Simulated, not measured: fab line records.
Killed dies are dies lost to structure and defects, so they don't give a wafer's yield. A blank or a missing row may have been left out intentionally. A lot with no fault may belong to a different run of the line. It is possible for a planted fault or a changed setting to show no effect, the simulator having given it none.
Split-lot trial || flow n5-finfet || 7 lots, 21 wafers read, on a route of 1938 steps

## ABOUT THE SPLIT
At N5_BEOL_M3_ETCH_70 (etches SOC in N2/H2, target depth 80 nm, overetch 16 nm, time 120 s), the setting bias-w was moved away from the recipe's 150 W on 7 of the 21 wafers read, by -15.5% to +13.1%. All remaining wafers had this setting at the recipe value.

The split's own step is where the reading is taken.

## THE READING
rf-vpp-V, in V, at N5_BEOL_M3_ETCH_70 (etches SOC in N2/H2, target depth 80 nm, overetch 16 nm, time 120 s). Fault-free wafers of this fab line usually give 524.2 V, standard deviation 2.8 V.

{"wafer": "L075.1", "tool, chamber at the split": "rie-diel-01, 2", "bias-w as run, W": 165.5, "against the recipe": "+10.3%", "rf-vpp-V, V": 553.5, "against lot-mates on the recipe": "+29.2"}
{"wafer": "L075.3", "tool, chamber at the split": "rie-diel-01, 3", "bias-w as run, W": 150, "against the recipe": "recipe", "rf-vpp-V, V": 522.9, "against lot-mates on the recipe": "-"}
{"wafer": "L075.4", "tool, chamber at the split": "rie-diel-01, 1", "bias-w as run, W": 150, "against the recipe": "recipe", "rf-vpp-V, V": 525.6, "against lot-mates on the recipe": "-"}
{"wafer": "L079.1", "tool, chamber at the split": "rie-diel-05, 2", "bias-w as run, W": 150, "against the recipe": "recipe", "rf-vpp-V, V": 526.0, "against lot-mates on the recipe": "-"}
{"wafer": "L079.2", "tool, chamber at the split": "rie-diel-05, 0", "bias-w as run, W": 169.6, "against the recipe": "+13.1%", "rf-vpp-V, V": 564.7, "against lot-mates on the recipe": "+38.7"}
{"wafer": "L079.5", "tool, chamber at the split": "rie-diel-05, 3", "bias-w as run, W": 169.6, "against the recipe": "+13.1%", "rf-vpp-V, V": 570.0, "against lot-mates on the recipe": "+44.0"}
{"wafer": "L082.1", "tool, chamber at the split": "rie-diel-05, 0", "bias-w as run, W": 126.8, "against the recipe": "-15.5%", "rf-vpp-V, V": 467.6, "against lot-mates on the recipe": -61.3}
{"wafer": "L082.3", "tool, chamber at the split": "rie-diel-05, 3", "bias-w as run, W": 126.8, "against the recipe": "-15.5%", "rf-vpp-V, V": 473.2, "against lot-mates on the recipe": -55.7}
{"wafer": "L082.5", "tool, chamber at the split": "rie-diel-05, 3", "bias-w as run, W": 150, "against the recipe": "recipe", "rf-vpp-V, V": 528.9, "against lot-mates on the recipe": "-"}
{"wafer": "L083.1", "tool, chamber at the split": "rie-diel-06, 2", "bias-w as run, W": 150, "against the recipe": "recipe", "rf-vpp-V, V": 519.8, "against lot-mates on the recipe": "-"}
{"wafer": "L083.2", "tool, chamber at the split": "rie-diel-06, 1", "bias-w as run, W": 150, "against the recipe": "recipe", "rf-vpp-V, V": 527.0, "against lot-mates on the recipe": "-"}
{"wafer": "L083.4", "tool, chamber at the split": "rie-diel-06, 3", "bias-w as run, W": 131.6, "against the recipe": "-12.3%", "rf-vpp-V, V": 481.0, "against lot-mates on the recipe": -42.4}
{"wafer": "L087.1", "tool, chamber at the split": "rie-diel-01, 0", "bias-w as run, W": 150, "against the recipe": "recipe", "rf-vpp-V, V": 524.4, "against lot-mates on the recipe": "-"}
{"wafer": "L087.4", "tool, chamber at the split": "rie-diel-01, 3", "bias-w as run, W": 150, "against the recipe": "recipe", "rf-vpp-V, V": 524.1, "against lot-mates on the recipe": "-"}
{"wafer": "L087.6", "tool, chamber at the split": "rie-diel-01, 1", "bias-w as run, W": 150, "against the recipe": "recipe", "rf-vpp-V, V": 526.1, "against lot-mates on the recipe": "-"}
{"wafer": "L096.1", "tool, chamber at the split": "rie-diel-06, 0", "bias-w as run, W": 150, "against the recipe": "recipe", "rf-vpp-V, V": 527.4, "against lot-mates on the recipe": "-"}
{"wafer": "L096.5", "tool, chamber at the split": "rie-diel-06, 3", "bias-w as run, W": 132.9, "against the recipe": "-11.4%", "rf-vpp-V, V": 483.2, "against lot-mates on the recipe": -45.3}
{"wafer": "L096.6", "tool, chamber at the split": "rie-diel-06, 2", "bias-w as run, W": 150, "against the recipe": "recipe", "rf-vpp-V, V": 529.5, "against lot-mates on the recipe": "-"}
{"wafer": "L097.1", "tool, chamber at the split": "rie-diel-01, 3", "bias-w as run, W": 150, "against the recipe": "recipe", "rf-vpp-V, V": 522.2, "against lot-mates on the recipe": "-"}
{"wafer": "L097.5", "tool, chamber at the split": "rie-diel-01, 2", "bias-w as run, W": 150, "against the recipe": "recipe", "rf-vpp-V, V": 520.4, "against lot-mates on the recipe": "-"}
{"wafer": "L097.6", "tool, chamber at the split": "rie-diel-01, 1", "bias-w as run, W": 150, "against the recipe": "recipe", "rf-vpp-V, V": 527.4, "against lot-mates on the recipe": "-"}

THE FIT
A straight line over all 21 wafers: rf-vpp-V changes by +3.39 V for each +1% of bias-w; r = +0.99; the points scatter about the line by 3.3 V.
The same after taking each lot's own level away (the mean of its wafers on the recipe; 21 wafers): +3.48 V for each +1%; r = +0.99; scatter 3.3 V.
Per that fit: largest bias-w move, reading shift of 54 V.
Measured against the standard deviation above, the lots' own levels, which go from 523.33 to 528.90 V, span 2.0 times it.
Consequently the slope shifts little with the lot-to-lot level, the two slopes agreeing.
Check: with one of the wafers moved furthest among these (-15.5%) left out of the fit, the line predicts -53.5 V for it against its lot-mates. Against them it came out at -61.3 V.
Tool readings at the split's step, against how far the setting was moved: rf-vpp-V r = +0.99.

## THE WHOLE CHAIN: every reading that the file lists as answering this split, in the file's order
{"step": "N5_BEOL_M3_ETCH_70", "what it does": "etches SOC in N2/H2, target depth 80 nm, overetch 16 nm, time 120 s", "reading": "rf-vpp-V", "change (the file's fit)": "+3.49 V for each +1% of the setting", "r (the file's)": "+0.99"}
{"step": "N5_BEOL_M3_ETCH_70", "what it does": "etches SOC in N2/H2, target depth 80 nm, overetch 16 nm, time 120 s", "reading": "SiARC_of_BEOL_M3_COAT_68.thk-nm (the simulator's own value, which no gauge read)", "change (the file's fit)": "-0.0699 nm for each +1% of the setting", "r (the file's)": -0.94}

## FILE'S OWN FIT
rf-vpp-V changes by +3.49 V for each +1% of bias-w, r = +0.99.
